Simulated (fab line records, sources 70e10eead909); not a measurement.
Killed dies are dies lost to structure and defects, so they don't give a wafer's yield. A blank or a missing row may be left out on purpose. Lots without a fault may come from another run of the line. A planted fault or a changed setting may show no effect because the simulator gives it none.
Chamber matching | flow nand_harc | NHARC_A_BONDPAD_CMP_29 on cmp-03: 4 sister chambers
The step polishes SiCN, target thk 200 nm. 8 wafers are shown with their chamber, then 7 later ones without.

WAFERS WITH THEIR CHAMBER
wafer  | chamber | motor_current_A (A)
L629.6 | 2       | 13.2
L633.1 | 1       | 12.2
L633.5 | 3       | 13.5
L633.6 | 2       | 12.9
L635.5 | 3       | 14.0
L635.6 | 0       | 13.1
L637.1 | 0       | 12.1
L637.3 | 1       | 12.9

WAFERS WITHOUT THEIR CHAMBER
wafer  | motor_current_A (A)
L637.5 | 13.3
L643.2 | 12.4
L643.4 | 12.9
L643.5 | 12.9
L646.1 | 12.6
L646.3 | 13.9
L646.4 | 13.5

WHICH CHAMBER EACH WENT THROUGH
wafer  | from the rows above               | in truth
L637.5 | can't be placed: 2 or 3 or 0 or 1 | 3
L643.2 | can't be placed: 1 or 0 or 2      | 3
L643.4 | can't be placed: 2 or 0 or 1 or 3 | 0
L643.5 | can't be placed: 2 or 0 or 1 or 3 | 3
L646.1 | can't be placed: 0 or 1 or 2      | 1
L646.3 | can't be placed: 3 or 2           | 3
L646.4 | can't be placed: 3 or 2 or 0 or 1 | 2
Placed correctly: 0 of 7. Can't be placed from these rows: 7 (the true chamber is among the candidates in 6). Placed wrongly: 0.
How it was worked out, from the rows above alone: a wafer's distance from a chamber is the root of the sum, over the readings, of the square of ((its reading less the chamber's mean) divided by the reading's scatter). The wafer belongs to the nearest chamber; if the next one is less than 2 further off, it can't be placed. A chamber's mean is the mean of its shown wafers. The scatter: the root of (the sum of the squares of (reading less its chamber's mean) over the shown wafers, divided by (wafers less chambers)).
